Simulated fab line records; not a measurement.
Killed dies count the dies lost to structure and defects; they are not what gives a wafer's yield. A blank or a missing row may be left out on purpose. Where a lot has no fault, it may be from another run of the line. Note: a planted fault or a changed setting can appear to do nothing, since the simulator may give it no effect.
Which tool did it?	flow n5Finfet	8 lots with 24 wafers sampled at 6 steps, on a route of 1938 steps

== WHAT EACH GAUGE READ, for each wafer ==
N5_BEOL_M4_CD_MEAS_28: target cd 26.2 nm, target cd y 24.1 nm.
lot	measured	on	cdNm (nm)
L483	day 8 02:45	cdSem-01	25.89 26.36 25.96
L484	day 8 03:54	cdSem-03	26.40 26.39 26.33
L487	day 9 06:38	cdSem-01	26.03 26.38 25.99
L490	day 9 15:56	cdSem-01	26.46 26.47 26.17
L491	day 9 21:59	cdSem-01	26.02 26.55 25.82
L495	day 11 17:33	cdSem-03	26.22 25.99 26.53
L499	day 12 05:30	cdSem-03	26.19 15.44 26.12
L504	day 14 02:13	cdSem-01	26.04 26.11 25.77

N5_BEOL_M4_RC_MEAS_101.
lot	measured	on	DIBL_N (mV/V)	DIBL_P (mV/V)	IOFF_N (nA/um)	IOFF_P (nA/um)	ION_N (uA/um)	ION_P (uA/um)	SS_N (mV/dec)	SS_P (mV/dec)	VT_N (mV)	VT_P (mV)
L483	day 8 11:30	prober-02	34.8 38.0 36.3	35.2 37.8 36.1	0.15 0.21 0.17	0.20 0.26 0.22	679 687 689	465 464 465	70.7 72.2 71.3	72.5 74.1 73.2	251 248 249	-251 -249 -251
L484	day 8 12:30	prober-01	34.9 34.7 34.9	34.5 34.2 34.7	0.14 0.14 0.15	0.20 0.20 0.20	668 670 678	463 463 467	72.2 71.0 71.4	73.3 73.2 73.4	249 249 247	-248 -250 -246
L487	day 9 13:12	prober-01	32.6 35.4 35.2	30.9 35.6 34.7	0.10 0.16 0.14	0.14 0.20 0.18	651 671 661	450 460 454	71.1 71.6 72.3	71.5 72.7 72.0	256 248 248	-253 -250 -250
L490	day 9 21:14	prober-01	36.6 35.3 34.7	36.9 34.9 34.5	0.16 0.14 0.12	0.21 0.18 0.17	660 674 661	459 457 461	71.6 71.3 71.5	73.5 73.5 72.8	250 252 255	-249 -254 -252
L491	day 10 06:27	prober-02	37.8 39.1 39.7	35.5 38.1 37.4	0.18 0.20 0.20	0.22 0.26 0.23	675 678 680	464 465 461	72.2 72.0 72.5	73.7 73.9 73.3	250 246 249	-248 -249 -248
L495	day 12 01:55	prober-02	35.7 35.9 31.8	37.7 38.6 33.2	0.15 0.17 0.11	0.22 0.25 0.17	674 675 653	459 465 458	71.7 71.6 71.1	74.1 74.2 72.6	252 249 253	-250 -247 -253
L499	day 13 06:53	prober-01	35.3 38.4	33.0 37.0	0.13 0.21	0.18 0.25	679 696	469 479	70.9 71.5	73.2 73.8	254 247	-253 -248
L504	day 14 21:55	prober-02	36.6 34.5 33.8	36.4 35.3 34.7	0.15 0.13 0.11	0.18 0.18 0.16	655 664 657	445 459 453	72.2 70.8 70.8	73.0 72.3 72.7	253 251 255	-253 -255 -252

== WHICH TOOL RAN EACH LOT (tool, then ch and the chambers of the sampled wafers, then the start) ==
lot	N5_BEOL_M4_EXPOSE_25	N5_BEOL_M4_DESCUM_33	N5_BEOL_M4_ETCH_77	N5_BEOL_M4_ETCHBACK_99
L483	euvScanner-02 ch 0, day 8 02:36	rieDiel-03 ch 0,1,2, day 8 02:52	rieDiel-03 ch 0,1,2, day 8 02:55	rieDiel-05 ch 0,1,2, day 8 03:08
L484	euvScanner-02 ch 0, day 8 03:46	rieDiel-01 ch 0,3, day 8 04:02	rieDiel-01 ch 0,3, day 8 04:04	rieDiel-01 ch 0,3, day 8 04:21
L487	euvScanner-01 ch 0, day 9 06:29	rieDiel-05 ch 0,2,3, day 9 06:49	rieDiel-05 ch 0,2,3, day 9 06:51	rieDiel-01 ch 0,1,2, day 9 08:35
L490	euvScanner-01 ch 0, day 9 15:47	rieDiel-01 ch 1,3, day 9 16:04	rieDiel-01 ch 1,3, day 9 16:06	rieDiel-01 ch 0,2, day 9 16:56
L491	euvScanner-01 ch 0, day 9 21:52	rieDiel-01 ch 0,2,3, day 9 22:06	rieDiel-01 ch 0,2,3, day 9 22:08	rieDiel-03 ch 0,1,3, day 9 23:41
L495	euvScanner-01 ch 0, day 11 17:24	rieDiel-01 ch 0,2,3, day 11 17:42	rieDiel-01 ch 0,2,3, day 11 17:44	rieDiel-05 ch 0,2,3, day 11 20:11
L499	euvScanner-01 ch 0, day 12 05:22	rieDiel-05 ch 0,1,3, day 12 05:44	rieDiel-05 ch 0,1,3, day 12 05:47	rieDiel-05 ch 0,2,3, day 13 02:31
L504	euvScanner-02 ch 0, day 14 02:04	rieDiel-01 ch 1,2, day 14 02:20	rieDiel-01 ch 1,2, day 14 02:22	rieDiel-05 ch 0,2, day 14 17:23
- N5_BEOL_M4_EXPOSE_25: exposes mask V3, defocus 5 nm.
- N5_BEOL_M4_DESCUM_33: chemistry O2, time 7 s.
- N5_BEOL_M4_ETCH_77: etches underlayer in N2/H2, target depth 6.5 nm, time 5.2 s.
- N5_BEOL_M4_ETCHBACK_99: etches SiO2 in CHF3, target depth 5 nm, time 10.4 s.

== AS READ BY THE TOOLS THEMSELVES (means over the sampled wafers that have a number; for cases with no such wafer, the mark the record gives instead) ==
N5_BEOL_M4_EXPOSE_25.
lot	tool	exposureDoseMJCm2
L483	euvScanner-02	62.91
L484	euvScanner-02	62.94
L487	euvScanner-01	62.98
L490	euvScanner-01	63.02
L491	euvScanner-01	62.93
L495	euvScanner-01	62.99
L499	euvScanner-01	62.99
L504	euvScanner-02	62.97

N5_BEOL_M4_DESCUM_33.
lot	tool	drypumpMotorCurrentA (A)	oesProductAu (a.u.)	rfVppV (V)	showerheadPlenumPTorr (Torr)	throttleValvePct (%)
L483	rieDiel-03	5.8	0.69	243.6	2.10	20.63
L484	rieDiel-01	5.3	0.84	245.5	2.21	20.50
L487	rieDiel-05	6.1	0.72	242.4	2.05	20.53
L490	rieDiel-01	5.8	0.90	244.5	2.19	20.50
L491	rieDiel-01	5.5	0.85	244.1	2.18	20.48
L495	rieDiel-01	5.4	0.83	244.6	2.18	20.49
L499	rieDiel-05	5.9	0.86	244.3	2.09	20.23
L504	rieDiel-01	5.7	0.83	242.4	2.11	20.29

N5_BEOL_M4_ETCH_77.
lot	tool	drypumpMotorCurrentA (A)	etchRfOnTimeS (s)	oesProductAu (a.u.)	rfVppV (V)	showerheadPlenumPTorr (Torr)	throttleValvePct (%)
L483	rieDiel-03	5.9	5.32	0.57	522.5	2.54	17.98
L484	rieDiel-01	5.4	5.38	0.70	526.7	2.69	17.88
L487	rieDiel-05	6.1	5.19	0.61	521.7	2.48	17.89
L490	rieDiel-01	5.8	5.26	0.76	527.3	2.67	17.97
L491	rieDiel-01	5.4	5.30	0.72	526.9	2.65	17.87
L495	rieDiel-01	5.5	5.24	0.70	525.9	2.65	17.91
L499	rieDiel-05	5.9	5.15	0.73	522.2	2.52	17.60
L504	rieDiel-01	5.7	5.17	0.70	524.6	2.57	17.74

N5_BEOL_M4_ETCHBACK_99.
lot	tool	CHF3_flow_sccm (sccm)	drypumpMotorCurrentA (A)	oesProductAu (a.u.)	rfVppV (V)	showerheadPlenumPTorr (Torr)	throttleValvePct (%)
L483	rieDiel-05	11.98	5.9	0.70	238	2.13	17.19
L484	rieDiel-01	11.97	5.5	0.89	239	2.28	17.19
L487	rieDiel-01	11.98	5.6	0.84	246	2.21	16.89
L490	rieDiel-01	12.02	5.3	0.81	246	2.22	16.95
L491	rieDiel-03	12.02	5.8	0.79	242	2.12	17.03
L495	rieDiel-05	11.98	6.1	0.78	237	2.18	17.01
L499	rieDiel-05	11.98	6.1	0.77	237	2.17	17.04
L504	rieDiel-05	12.00	6.1	0.75	243	2.24	17.17

== THE ANSWER, worked out from the rows above alone ==
Rule: the lots themselves supply what counts as usual. Put in order of their means at a reading, lots are off if they are a third of the lots or fewer, leave a main group of 4 or more, and stand apart from it by a gap of 3 or more times the standard deviation of the main group's means; of several such gaps the widest counts. If all means in a main group match to the digits the tables above print for the reading, that group is not used. A lot without any number at a reading at which 4 lots or more have one is off too. Where the step has rows for the other lots, those lots are counted as sound. After the gauges, taken in route order, come the tools' own readings; for these a lot's mean is taken, as printed above. At the first step where some lot is off, the reading lying furthest off is the one used; lots without a number count as furthest.
Off: L499 (N5_BEOL_M4_CD_MEAS_28, cdNm). The main group has a mean of 26.18 nm with a standard deviation of 0.14.
If a tool, at a process step before that reading, ran all the lots that are off and no sound lot after the first of them, it fits. The gauges at N5_BEOL_M4_CD_MEAS_28 aren't tried: what is off there is off at N5_BEOL_M4_DESCUM_33 too, on other tools, and a gauge's error can't cause that. One candidate fits, namely euvScanner-01 at N5_BEOL_M4_EXPOSE_25. A fault onset in the window from L495 (day 11 17:24, its last sound lot) to L499 (day 12 05:22, its first lot off) fits.

== WHAT THE SIMULATOR HAD PUT IN ==
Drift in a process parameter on euvScanner-01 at N5_BEOL_M4_EXPOSE_25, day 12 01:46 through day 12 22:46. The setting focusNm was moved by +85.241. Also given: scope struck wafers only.
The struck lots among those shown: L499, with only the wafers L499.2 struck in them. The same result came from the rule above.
